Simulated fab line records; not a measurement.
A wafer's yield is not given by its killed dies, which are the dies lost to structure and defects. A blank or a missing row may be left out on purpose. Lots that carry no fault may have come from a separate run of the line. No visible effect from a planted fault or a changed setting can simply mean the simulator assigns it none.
Which tool was responsible? | flow nand_harc | Sampling: 11 lots, 32 wafers, 3 of 1159 route steps

## WHAT EACH GAUGE READ, for each wafer
NHARC_A_CHANNEL_HOLE_D1_INSPECT_40.
lot  | measured     | on                | raw_defect_count
L758 | day 9 04:24  | defect_inspect-01 | 44 42 51
L761 | day 9 15:37  | defect_inspect-02 | 52 61 51
L762 | day 10 11:13 | defect_inspect-01 | 47 843 86 42 830 83
L765 | day 10 23:29 | defect_inspect-02 | 40 876 43 866
L769 | day 12 07:32 | defect_inspect-01 | 60 73 58
L773 | day 13 02:16 | defect_inspect-01 | 50 98 60
L774 | day 13 06:27 | defect_inspect-01 | 76 81 65
L775 | day 13 10:35 | defect_inspect-02 | 100 94 58
L778 | day 13 17:17 | defect_inspect-01 | 74 70 66
L777 | day 13 18:29 | defect_inspect-01 | 70 59 41
L779 | day 14 11:47 | defect_inspect-02 | 45 25 42

## WHAT TOOL EACH LOT RAN ON (gives the tool, then ch and the chambers of the sampled wafers, and finally the start)
lot  | NHARC_A_CHANNEL_HOLE_D1_ETCH_39               | NHARC_A_CHANNEL_HOLE_D1_ETCH_23
L758 | rie_diel-12 ch 0,1,2, day 9 00:07 or earlier  | har_etch-02 ch 0,1, day 9 00:07
L761 | rie_diel-10 ch 0,1,3, day 9 11:35 or earlier  | har_etch-02 ch 0,1, day 9 11:35
L762 | rie_diel-01 ch 0,1, day 10 01:29              | har_etch-02 ch 0,1, day 10 06:55
L765 | rie_diel-01 ch 0,2, day 10 19:35 or earlier   | har_etch-02 ch 0,1, day 10 19:35
L769 | rie_diel-01 ch 0,2,3, day 12 03:35 or earlier | har_etch-01 ch 0,1, day 12 03:35
L773 | rie_diel-01 ch 0,1,3, day 12 22:07 or earlier | har_etch-01 ch 0,1, day 12 22:07
L774 | rie_diel-12 ch 0,2,3, day 13 02:17 or earlier | har_etch-01 ch 0,1, day 13 02:17
L775 | rie_diel-01 ch 0,2,3, day 13 06:20 or earlier | har_etch-01 ch 0,1, day 13 06:20
L778 | rie_diel-01 ch 2,3, day 13 13:03 or earlier   | har_etch-01 ch 0,1, day 13 13:03
L777 | rie_diel-10 ch 0,1,2, day 13 14:12 or earlier | har_etch-02 ch 0,1, day 13 14:12
L779 | rie_diel-12 ch 1,3, day 14 07:43 or earlier   | har_etch-02 ch 0,1, day 14 07:43
- NHARC_A_CHANNEL_HOLE_D1_ETCH_39: etches the open film in N2/H2, target depth 260 nm, time 325 s.
- NHARC_A_CHANNEL_HOLE_D1_ETCH_23: etches the open film in C4F8/O2/Ar, time 819 s, target depth 1600 nm.

## THE ANSWER, worked out from the rows above alone
Rule: usual is defined by the lots themselves. Put in order of their means at a reading, lots are off if they are a third of the lots or fewer, leave a main group of 4 or more, and stand apart from it by a gap of 3 or more times the standard deviation of the main group's means; of several such gaps the widest counts. The tables above print the reading to a certain number of digits; a main group whose means all agree to those digits is not used. A lot without any number at a reading at which 4 lots or more have one is off too. Where the step has rows for the other lots, those lots are counted as sound.
Off: L762, L765, at NHARC_A_CHANNEL_HOLE_D1_INSPECT_40 (raw_defect_count). Mean 62 and standard deviation 14 in the main group.
A tool fits if, at a process step before that reading, it ran every lot that is off, and no sound lot after the first of them. Those tools and the gauges at NHARC_A_CHANNEL_HOLE_D1_INSPECT_40 are tried in the same way. With no start given for some of its lots, NHARC_A_CHANNEL_HOLE_D1_ETCH_39 uses the hours and lot order of NHARC_A_CHANNEL_HOLE_D1_ETCH_23. No candidate that was tried fits.

## WHAT HAD BEEN PUT IN BY THE SIMULATOR
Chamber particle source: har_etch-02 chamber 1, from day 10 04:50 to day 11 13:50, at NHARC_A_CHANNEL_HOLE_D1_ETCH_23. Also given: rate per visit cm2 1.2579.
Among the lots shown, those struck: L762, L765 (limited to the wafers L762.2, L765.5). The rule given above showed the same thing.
